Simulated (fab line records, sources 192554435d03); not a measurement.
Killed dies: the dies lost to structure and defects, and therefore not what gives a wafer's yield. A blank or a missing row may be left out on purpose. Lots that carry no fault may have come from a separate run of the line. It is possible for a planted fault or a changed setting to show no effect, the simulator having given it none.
fab line records	flow n5_finfet	part 1 of 2: steps 1 to 14 of 22
record: lots: 5	wafers: 15	last_day: 17
route steps=1938 shown BEOL_M0_SAQP@661
lots with no fault: from the same line, run without faults
start_h: hours from the record's opening day to when the first of the lot's shown wafers began	wait_h: hours from the lot's prior step to this one	" repeats the value in the row above	L1.1+2: one row covering several wafers at once	- value missing, or start not given	* or withheld: withheld	< > ~ a bound
route shown NAME@n: names a module that has steps shown in the file, with the first one's number in the route	usual: mean and standard deviation over wafers with no fault	same: alike in all rows	chamber/n: place in a boat	sites: each site's reading	_std_site: their standard deviation	_edge_site: mean of outer sites minus mean of inner sites	radius_mm: how far each site lies from the wafer's centre	mask NAME#n: copy n	behind: the most recent tool/chamber to have shaped the wafer	hold: the reason the lot was held/the length of the hold in hours/how it ended	device: transistor that didn't switch, given as n, p or np	end of line: tests of these same wafers at the route's end	a step with no rows: only its recipe	killed: the dies lost at the first sort to structure and to defects; this is not the yield of the wafer	map: the dies of a wafer, with x for killed, . for not killed, _ for no die there
set.NAME: the setting that was run; set.NAME@STEP: the one run at that earlier step	model.NAME: the simulator's own value behind a step, which no gauge read
certain route steps with their lots: each step a table, each wafer a row
services: from which hour (start_h, from the record's first day; less than 0 if before it) a tool's chamber was out of use, for how many hours, and why
== steps ==
step: N5_BEOL_M0_SAQP_SRD_93
recipe: dry: ipa_marangoni	time_s: 30	temp_c: 23	rinse_liquid: diw
usual: bath_heat_duty_pct: 3.7/0.55
lot.wafer	tool	chamber	start_h	wait_h	bath_heat_duty_pct
L076.1	wet_bench-03	1	118.93	0.0	3.4
L076.3	"	2	"	"	4.3
L076.4	"	3	"	"	4.7
L078.1	wet_bench-02	5	135.14	0.0	3.1
L078.2	"	7	"	"	2.6
L078.5	"	4	"	"	5.1
L083.1	wet_bench-03	1	159.26	0.0	3.0
L083.2	"	2	"	"	3.6
L083.6	"	5	"	"	3.8
L094.2	wet_bench-02	7	233.71	0.0	2.7
L094.3	"	5	"	"	4.2
L094.4	"	4	"	"	4.6
L095.2	wet_bench-03	7	235.19	0.0	3.0
L095.5	"	5	"	"	3.9
L095.6	"	4	"	"	3.9
step: N5_BEOL_M0_SAQP_RECESS_114
recipe: chemistry: HF/NH3	target: SiO2	target_depth_a: 144	afs_cycles: 3	temp_c: 30	sublimation_temp_c: 180	sublimation_time_s: 60
usual: drypump_motor_current_A: 5.3/0.32	foreline_p_Torr: 0.1280/0.0005
lot.wafer	tool	chamber	start_h	wait_h	drypump_motor_current_A	foreline_p_Torr
L076.1	vapor_etch-01	1	118.97	0.0	5.8	0.1282
L076.3	"	1	"	"	5.8	0.1278
L076.4	"	0	"	"	4.9	0.1276
L078.1	vapor_etch-01	0	135.19	0.0	4.9	0.1276
L078.2	"	1	"	"	5.7	0.1283
L078.5	"	1	"	"	5.7	0.1283
L083.1	vapor_etch-02	1	159.31	0.0	5.4	0.1281
L083.2	"	0	"	"	5.2	0.1282
L083.6	"	0	"	"	5.2	0.1283
L094.2	vapor_etch-01	0	233.75	0.0	4.9	0.1276
L094.3	"	0	"	"	4.9	0.1286
L094.4	"	1	"	"	5.7	0.1287
L095.2	vapor_etch-02	0	235.23	0.0	5.2	0.1276
L095.5	"	0	"	"	5.2	0.1283
L095.6	"	1	"	"	5.5	0.1281
step: N5_BEOL_M0_SAQP_SPACER1_ALD_98
recipe: material: SiO2	target_thk_a: 128	temp_c: 300	ald_precursor_family: BDEAS	ald_co_reactant: O2-plasma	pulse_time_s: 1	purge_time_s: 2	co_reactant_purge_time_s: 2	ald_cycles: 138	pressure_torr: 2
usual: heater_power_w: 478/44	precursor_pulse_height_rel: 0.999/0.02
same: pulse_time_s: 1
lot.wafer	tool	chamber	start_h	wait_h	heater_power_w	precursor_pulse_height_rel
L076.1	ald_sin-03	1	119.35	0.3	485	1.002
L076.3	"	3	"	"	485	0.966
L076.4	"	0	"	"	512	1.002
L078.1	ald_sin-02	2	135.57	0.3	472	0.996
L078.2	"	3	"	"	495	1.039
L078.5	"	3	"	"	502	0.990
L083.1	ald_sin-04	0	159.75	0.3	440	0.963
L083.2	"	2	"	"	594	0.986
L083.6	"	0	"	"	436	1.011
L094.2	ald_sin-03	2	234.15	0.3	420	0.971
L094.3	"	0	"	"	540	0.977
L094.4	"	1	"	"	499	1.015
L095.2	ald_sin-03	2	235.61	0.3	410	0.972
L095.5	"	2	"	"	430	1.005
L095.6	"	1	"	"	486	1.020
step: N5_BEOL_M0_SAQP_SPACER1_ETCHBACK_99
recipe: chemistry: CHF3/O2	mode: anisotropic_etchback	target: SiO2	target_depth_a: 154	time_s: 7.7	pressure_mtorr: 30	source_w: 650	bias_w: 170	Ar_flow_sccm: 200	CHF3_flow_sccm: 50	O2_flow_sccm: 5	ion_energy_ev: 200
usual: drypump_motor_current_A: 5.5/0.44	oes_ar_750_au: 0.79/0.098	oes_product_au: 0.79/0.1	rf_vpp_V: 527/12	showerhead_plenum_p_Torr: 2.43/0.083	throttle_valve_pct: 18.91/0.28
lot.wafer	tool	chamber	start_h	wait_h	drypump_motor_current_A	oes_ar_750_au	oes_product_au	rf_hours_counter_h	rf_vpp_V	showerhead_plenum_p_Torr	throttle_valve_pct
L076.1	rie_diel-04	1	119.83	0.3	5.3	0.76	0.77	140	513	2.40	18.71
L076.3	"	2	"	"	5.2	0.90	0.91	20	536	2.46	18.50
L076.4	"	3	"	"	5.9	0.72	0.73	-	538	2.49	19.39
L078.1	rie_diel-02	1	136.05	0.3	6.0	0.70	0.70	219	530	2.30	18.77
L078.2	"	2	"	"	5.5	0.73	0.72	196	538	2.51	19.22
L078.5	"	2	"	"	5.5	0.73	0.73	-	538	2.51	19.22
L083.1	rie_diel-04	0	160.22	0.3	5.6	0.95	0.95	17	519	2.46	18.58
L083.2	"	2	"	"	5.2	0.88	0.89	32	535	2.45	18.51
L083.6	"	3	"	"	5.8	0.71	0.72	-	537	2.49	19.39
L094.2	rie_diel-02	2	234.63	0.3	5.5	0.71	0.69	233	539	2.50	19.27
L094.3	"	0	"	"	5.8	0.88	0.89	34	524	2.54	18.62
L094.4	"	0	"	"	5.8	0.88	0.89	-	523	2.54	18.62
L095.2	rie_diel-04	1	236.09	0.3	5.3	0.74	0.74	173	513	2.38	18.76
L095.5	"	3	"	"	5.8	0.70	0.72	-	537	2.48	19.43
L095.6	"	0	"	"	5.6	0.90	0.91	-	519	2.45	18.62
step: N5_BEOL_M0_SAQP_MANDREL1_REMOVE_100
recipe: chemistry: HBr/Cl2/O2	bt_time_s: 10	target: a-Si	stop_on: SiNx	endpoint: OES-SiCl	over_etch_frac: 0.85	icp_w: 600	bias_w: 30	HBr_flow_sccm: 150	Cl2_flow_sccm: 80	O2_flow_sccm: 5	pressure_mtorr: 10
usual: HBr_flow_sccm: 150.0/0.49	drypump_motor_current_A: 5.8/0.42	oes_product_au: 0.998/0.016	throttle_valve_pct: 36.55/0.29
lot.wafer	tool	chamber	start_h	wait_h	HBr_flow_sccm	drypump_motor_current_A	oes_product_au	rf_hours_counter_h	throttle_valve_pct
L076.1	rie_si-01	2	119.92	0.1	150.4	6.6	0.998	135	36.51
L076.3	"	3	"	"	150.2	6.3	0.990	2	36.68
L076.4	"	1	"	"	150.2	5.5	0.993	93	36.98
L078.1	rie_si-02	0	136.13	0.1	149.7	5.8	1.002	108	36.72
L078.2	"	2	"	"	150.4	5.6	0.987	163	36.76
L078.5	"	0	"	"	150.5	5.8	1.005	-	36.73
L083.1	rie_si-06	1	160.31	0.1	149.4	5.7	1.001	25	36.40
L083.2	"	0	"	"	149.3	5.6	1.032	170	36.25
L083.6	"	1	"	"	150.1	5.7	1.008	-	36.38
L094.2	rie_si-01	2	234.72	0.1	150.9	6.5	0.987	137	36.53
L094.3	"	1	"	"	150.0	5.5	0.973	95	36.99
L094.4	"	0	"	"	150.0	5.4	1.004	138	36.30
L095.2	rie_si-06	1	236.18	0.1	149.6	5.7	1.003	27	36.38
L095.5	"	1	"	"	150.1	5.7	0.993	-	36.39
L095.6	"	0	"	"	150.1	5.5	1.020	-	36.26
step: N5_BEOL_M0_SAQP_CD_MEAS_25
recipe: target_cd_nm: 13.1	landing_energy_ev: 1000	detector: se_inlens
usual: cd_nm: 12.79/0.22
lot.wafer	tool	chamber	start_h	wait_h	cd_nm
L076.1	cd_sem-02	0	120.03	0.1	12.59
L076.3	"	0	"	"	12.48
L076.4	"	0	"	"	13.14
L078.1	cd_sem-01	0	136.24	0.1	12.79
L078.2	"	0	"	"	12.94
L078.5	"	0	"	"	13.00
L083.1	cd_sem-02	0	160.42	0.1	12.53
L083.2	"	0	"	"	12.71
L083.6	"	0	"	"	13.08
L094.2	cd_sem-01	0	234.83	0.1	12.93
L094.3	"	0	"	"	13.07
L094.4	"	0	"	"	12.77
L095.2	cd_sem-01	0	236.29	0.1	12.49
L095.5	"	0	"	"	12.75
L095.6	"	0	"	"	12.80
step: N5_BEOL_M0_SAQP_ETCH_101
recipe: chemistry: CH3F/O2	target: SiNx	mask_material: SiO2	target_depth_a: 299	time_s: 42.7	pressure_mtorr: 30	source_w: 395	bias_w: 73	Ar_flow_sccm: 150	CH3F_flow_sccm: 30	O2_flow_sccm: 20	ion_energy_ev: 120
usual: drypump_motor_current_A: 5.5/0.41	oes_ar_750_au: 0.78/0.097	oes_product_au: 0.79/0.1	rf_vpp_V: 299/6.4	showerhead_plenum_p_Torr: 2.02/0.075	throttle_valve_pct: 16.4/0.3
lot.wafer	tool	chamber	start_h	wait_h	drypump_motor_current_A	oes_ar_750_au	oes_product_au	rf_hours_counter_h	rf_vpp_V	showerhead_plenum_p_Torr	throttle_valve_pct
L076.1	rie_diel-02	3	120.07	0.0	5.9	0.70	0.72	229	301	2.05	16.7
L076.3	"	0	"	"	5.8	0.69	0.69	246	293	1.87	16.4
L076.4	"	2	"	"	5.5	0.74	0.72	191	306	2.09	16.7
L078.1	rie_diel-02	1	136.28	0.0	6.0	0.69	0.69	219	300	1.91	16.3
L078.2	"	3	"	"	5.9	0.71	0.71	234	302	2.05	16.7
L078.5	"	2	"	"	5.5	0.73	0.72	-	304	2.09	16.7
L083.1	rie_diel-06	1	160.46	0.0	5.8	0.94	0.93	13	281	1.97	16.2
L083.2	"	0	"	"	4.8	0.75	0.75	190	296	1.90	16.5
L083.6	"	1	"	"	5.8	0.93	0.92	-	281	1.97	16.2
L094.2	rie_diel-04	1	234.87	0.0	5.3	0.73	0.74	173	290	1.98	16.3
L094.3	"	3	"	"	5.8	0.69	0.71	223	305	2.06	16.9
L094.4	"	0	"	"	5.5	0.90	0.91	39	294	2.04	16.1
L095.2	rie_diel-02	3	236.32	0.0	5.9	0.93	0.94	13	301	2.04	16.2
L095.5	"	3	"	"	5.9	0.94	0.95	-	302	2.04	16.2
L095.6	"	2	"	"	5.5	0.70	0.68	-	305	2.08	16.8
step: N5_BEOL_M0_SAQP_ETCH_102
recipe: chemistry: CF4	target: SiO2	target_depth_a: 40	ion_energy_ev: 350	time_s: 4.4	pressure_mtorr: 10	icp_w: 800	bias_w: 400	cf4_flow_sccm: 80
usual: drypump_motor_current_A: 5.9/0.43	oes_product_au: 1.001/0.016	throttle_valve_pct: 21.64/0.21
lot.wafer	tool	chamber	start_h	wait_h	drypump_motor_current_A	oes_product_au	rf_hours_counter_h	throttle_valve_pct
L076.1	rie_si-02	2	120.17	0.1	5.7	0.991	163	21.70
L076.3	"	1	"	"	6.0	1.008	35	21.36
L076.4	"	3	"	"	6.4	1.031	-	21.92
L078.1	rie_si-01	1	136.39	0.1	5.5	0.971	93	21.76
L078.2	"	3	"	"	6.3	0.984	3	21.81
L078.5	"	0	"	"	5.4	1.004	-	21.33
L083.1	rie_si-02	1	160.56	0.1	6.0	1.003	35	21.38
L083.2	"	0	"	"	5.8	1.001	109	21.46
L083.6	"	1	"	"	6.0	1.002	-	21.34
L094.2	rie_si-02	3	234.97	0.1	6.5	1.016	84	21.92
L094.3	"	2	"	"	5.6	0.989	165	21.71
L094.4	"	1	"	"	5.9	1.005	37	21.37
L095.2	rie_si-02	0	236.43	0.1	5.8	0.997	110	21.46
L095.5	"	2	"	"	5.6	0.981	-	21.69
L095.6	"	1	"	"	5.9	1.007	-	21.36
step: N5_BEOL_M0_SAQP_MANDREL_ETCH_103
recipe: chemistry: HBr/Cl2	target: a-Si	target_depth_a: 450	bt_time_s: 10	stop_on: SiCN	mask_material: SiO2	over_etch_frac: 0.8	time_s: 27	pressure_mtorr: 10	icp_w: 800	bias_w: 75	HBr_flow_sccm: 150	Cl2_flow_sccm: 80	ends: end_point
usual: HBr_flow_sccm: 150.1/0.42	drypump_motor_current_A: 5.9/0.43	oes_product_au: 0.679/0.01	throttle_valve_pct: 35.29/0.29
lot.wafer	tool	chamber	start_h	wait_h	HBr_flow_sccm	drypump_motor_current_A	oes_product_au	rf_hours_counter_h	throttle_valve_pct
L076.1	rie_si-02	2	120.20	0.0	150.4	5.7	0.670	163	35.48
L076.3	"	1	"	"	150.0	6.0	0.668	35	34.76
L076.4	"	3	"	"	149.5	6.5	0.685	-	35.42
L078.1	rie_si-01	1	136.42	0.0	150.4	5.5	0.664	93	35.71
L078.2	"	3	"	"	149.4	6.4	0.667	3	35.40
L078.5	"	0	"	"	149.9	5.4	0.691	-	35.00
L083.1	rie_si-02	1	160.60	0.0	149.9	6.0	0.664	35	34.74
L083.2	"	0	"	"	150.8	5.8	0.686	109	35.43
L083.6	"	1	"	"	150.2	6.0	0.686	-	34.72
L094.2	rie_si-02	3	235.00	0.0	149.6	6.5	0.688	84	35.43
L094.3	"	2	"	"	150.9	5.6	0.673	165	35.50
L094.4	"	1	"	"	149.3	6.0	0.683	37	34.70
L095.2	rie_si-02	0	236.46	0.0	150.1	5.8	0.668	110	35.45
L095.5	"	2	"	"	150.5	5.7	0.671	-	35.49
L095.6	"	1	"	"	150.6	5.9	0.676	-	34.73
step: N5_BEOL_M0_SAQP_RECESS_104
recipe: chemistry: HF/NH3	target: SiO2	target_depth_a: 180	afs_cycles: 3	temp_c: 30	sublimation_temp_c: 180	sublimation_time_s: 60
usual: drypump_motor_current_A: 5.3/0.31	foreline_p_Torr: 0.1280/0.00048
lot.wafer	tool	chamber	start_h	wait_h	drypump_motor_current_A	foreline_p_Torr
L076.1	vapor_etch-01	1	120.28	0.1	5.7	0.1284
L076.3	"	0	"	"	4.9	0.1281
L076.4	"	1	"	"	5.7	0.1283
L078.1	vapor_etch-01	1	138.06	1.6	5.7	0.1283
L078.2	"	0	"	"	4.9	0.1279
L078.5	"	1	"	"	5.7	0.1275
L083.1	vapor_etch-01	1	160.68	0.1	5.7	0.1281
L083.2	"	0	"	"	4.8	0.1284
L083.6	"	1	"	"	5.7	0.1285
L094.2	vapor_etch-01	1	235.08	0.1	5.7	0.1285
L094.3	"	0	"	"	4.8	0.1286
L094.4	"	1	"	"	5.7	0.1282
L095.2	vapor_etch-02	1	236.54	0.1	5.5	0.1278
L095.5	"	1	"	"	5.5	0.1278
L095.6	"	0	"	"	5.2	0.1277
step: N5_BEOL_M0_SAQP_COAT_105
recipe: resist: SOC	temp_c: 250	time_s: 60	spin_rpm: 1500	resist_thk_nm: 100
usual: dispense_pressure_kPa: 52/6.2	spin_speed_rpm: 1500.0/1
lot.wafer	tool	chamber	start_h	wait_h	dispense_pressure_kPa	spin_speed_rpm
L076.1	litho_track-01	0	120.67	0.3	41	1500.3
L076.3	"	0	"	"	41	1499.0
L076.4	"	0	"	"	41	1500.6
L078.1	litho_track-02	0	138.44	0.3	55	1498.8
L078.2	"	0	"	"	55	1499.7
L078.5	"	0	"	"	55	1499.8
L083.1	litho_track-04	0	161.06	0.3	56	1499.4
L083.2	"	0	"	"	56	1501.3
L083.6	"	0	"	"	56	1501.1
L094.2	litho_track-04	0	235.47	0.3	56	1499.4
L094.3	"	0	"	"	56	1501.6
L094.4	"	0	"	"	56	1499.8
L095.2	litho_track-04	0	236.93	0.3	56	1503.2
L095.5	"	0	"	"	56	1501.7
L095.6	"	0	"	"	56	1499.9
step: N5_BEOL_M0_SAQP_ETCH_106
recipe: chemistry: N2/H2	target: SOC	target_depth_a: 1500	stop_on: SiNx	ion_energy_ev: 100	bias_w: 61	pressure_mtorr: 30	source_w: 850	n2_flow_sccm: 200	h2_flow_sccm: 200
usual: drypump_motor_current_A: 5.6/0.39	h2_flow_sccm: 200.1/0.64	oes_product_au: 0.77/0.099	rf_vpp_V: 241.1/1.5	showerhead_plenum_p_Torr: 2.58/0.1	throttle_valve_pct: 17.9/0.32
lot.wafer	tool	chamber	start_h	wait_h	drypump_motor_current_A	h2_flow_sccm	oes_product_au	rf_hours_counter_h	rf_vpp_V	showerhead_plenum_p_Torr	throttle_valve_pct
L076.1	rie_diel-02	2	120.73	-	5.5	199.6	0.71	191	241.2	2.65	18.0
L076.3	"	1	"	"	6.0	199.9	0.70	214	240.4	2.39	17.4
L076.4	"	3	"	"	5.9	200.6	0.71	229	242.3	2.62	18.3
L078.1	rie_diel-06	2	138.53	-	4.7	200.3	0.69	244	238.9	2.40	18.2
L078.2	"	1	"	"	5.8	200.7	0.93	7	241.5	2.48	17.4
L078.5	"	3	"	"	4.8	199.1	0.71	-	242.8	2.64	18.0
L083.1	rie_diel-02	0	161.24	-	5.8	199.9	0.96	4	242.2	2.71	17.6
L083.2	"	1	"	"	6.0	199.0	0.68	228	239.3	2.38	17.4
L083.6	"	1	"	"	6.0	199.0	0.68	-	238.4	2.38	17.4
L094.2	rie_diel-02	0	235.56	-	5.9	199.7	0.88	34	243.0	2.70	17.6
L094.3	"	3	"	"	5.9	200.9	0.93	12	242.5	2.61	17.9
L094.4	"	3	"	"	5.9	200.1	0.93	-	241.6	2.61	17.9
L095.2	rie_diel-02	3	236.99	-	5.9	200.8	0.93	13	241.8	2.61	17.9
L095.5	"	3	"	"	5.9	200.5	0.92	-	242.6	2.61	17.9
L095.6	"	2	"	"	5.5	201.5	0.69	-	241.2	2.63	18.1
step: N5_BEOL_M0_SAQP_ETCH_107
recipe: chemistry: CH3F/O2	target: SiNx	target_depth_a: 300	mask_material: SOC	pressure_mtorr: 30	source_w: 395	bias_w: 73	Ar_flow_sccm: 150	CH3F_flow_sccm: 30	O2_flow_sccm: 20	ion_energy_ev: 120
usual: drypump_motor_current_A: 5.6/0.39	oes_ar_750_au: 0.78/0.099	oes_product_au: 0.78/0.1	rf_vpp_V: 300/5.7	showerhead_plenum_p_Torr: 2.03/0.075	throttle_valve_pct: 16.4/0.31
lot.wafer	tool	chamber	start_h	wait_h	drypump_motor_current_A	oes_ar_750_au	oes_product_au	rf_hours_counter_h	rf_vpp_V	showerhead_plenum_p_Torr	throttle_valve_pct
L076.1	rie_diel-02	2	120.79	0.0	5.5	0.73	0.73	191	307	2.09	16.7
L076.3	"	1	"	"	6.0	0.70	0.70	214	301	1.91	16.3
L076.4	"	3	"	"	5.9	0.71	0.71	229	302	2.05	16.7
L078.1	rie_diel-06	2	138.59	0.0	4.7	0.70	0.70	244	293	1.88	16.7
L078.2	"	1	"	"	5.8	0.95	0.95	7	283	1.97	16.2
L078.5	"	3	"	"	4.8	0.72	0.70	-	306	2.06	16.4
L083.1	rie_diel-02	0	161.30	0.0	5.9	0.95	0.96	4	296	2.12	16.0
L083.2	"	1	"	"	6.0	0.69	0.69	228	300	1.90	16.3
L083.6	"	1	"	"	6.0	0.69	0.68	-	301	1.90	16.3
L094.2	rie_diel-02	0	235.62	0.0	5.9	0.89	0.90	34	297	2.10	16.1
L094.3	"	3	"	"	5.9	0.93	0.95	12	302	2.04	16.2
L094.4	"	3	"	"	5.9	0.93	0.95	-	302	2.04	16.2
L095.2	rie_diel-02	3	237.05	0.0	5.9	0.93	0.94	13	299	2.04	16.2
L095.5	"	3	"	"	5.9	0.93	0.95	-	301	2.04	16.2
L095.6	"	2	"	"	5.5	0.71	0.69	-	306	2.08	16.8
step: N5_BEOL_M0_SAQP_STRIP_108
recipe: chemistry: N2/H2	power_w: 500	temp_c: 40	pressure_mtorr: 50	rf_frequency_hz: 6e+07	overash_fraction: 0.3	bias_power_w: 28	h2_frac: 0.5	n2_flow_sccm: 300	h2_flow_sccm: 300
usual: drypump_motor_current_A: 5.6/0.39	h2_flow_sccm: 299.9/0.84	oes_product_au: 0.78/0.11	power_w: 499.9/1.4	rf_vpp_V: 122.0/1.1	showerhead_plenum_p_Torr: 3.40/0.13	throttle_valve_pct: 19.0/0.5
lot.wafer	tool	chamber	start_h	wait_h	drypump_motor_current_A	h2_flow_sccm	oes_product_au	power_w	rf_hours_counter_h	rf_vpp_V	showerhead_plenum_p_Torr	throttle_valve_pct
L076.1	rie_diel-02	2	120.83	0.0	5.5	300.2	0.72	499.4	191	121.7	3.49	19.1
L076.3	"	1	"	"	6.0	301.1	0.69	498.8	214	121.6	3.16	18.1
L076.4	"	3	"	"	5.9	300.3	0.72	499.8	229	122.0	3.46	19.9
L078.1	rie_diel-06	2	138.63	0.0	4.7	298.8	0.69	499.7	244	120.2	3.18	19.6
L078.2	"	1	"	"	5.8	299.8	0.95	504.0	7	120.9	3.28	18.2
L078.5	"	3	"	"	4.8	298.9	0.72	499.8	-	123.0	3.48	19.1
L083.1	rie_diel-02	0	161.34	0.0	5.8	301.2	0.98	502.3	4	124.6	3.57	18.8
L083.2	"	1	"	"	6.0	299.9	0.68	499.7	228	119.2	3.15	18.1
L083.6	"	1	"	"	6.0	298.5	0.68	501.3	-	119.7	3.15	18.1
L094.2	rie_diel-02	0	235.66	0.0	5.7	299.7	0.92	502.4	34	123.2	3.55	18.8
L094.3	"	3	"	"	5.9	300.3	0.96	500.0	12	124.0	3.44	19.5
L094.4	"	3	"	"	5.9	300.0	0.95	498.3	-	124.1	3.44	19.5
L095.2	rie_diel-02	3	237.09	0.0	5.9	299.6	0.94	500.2	13	121.4	3.44	19.5
L095.5	"	3	"	"	5.9	300.9	0.95	498.4	-	121.8	3.44	19.5
L095.6	"	2	"	"	5.5	301.7	0.68	498.1	-	121.3	3.47	19.2
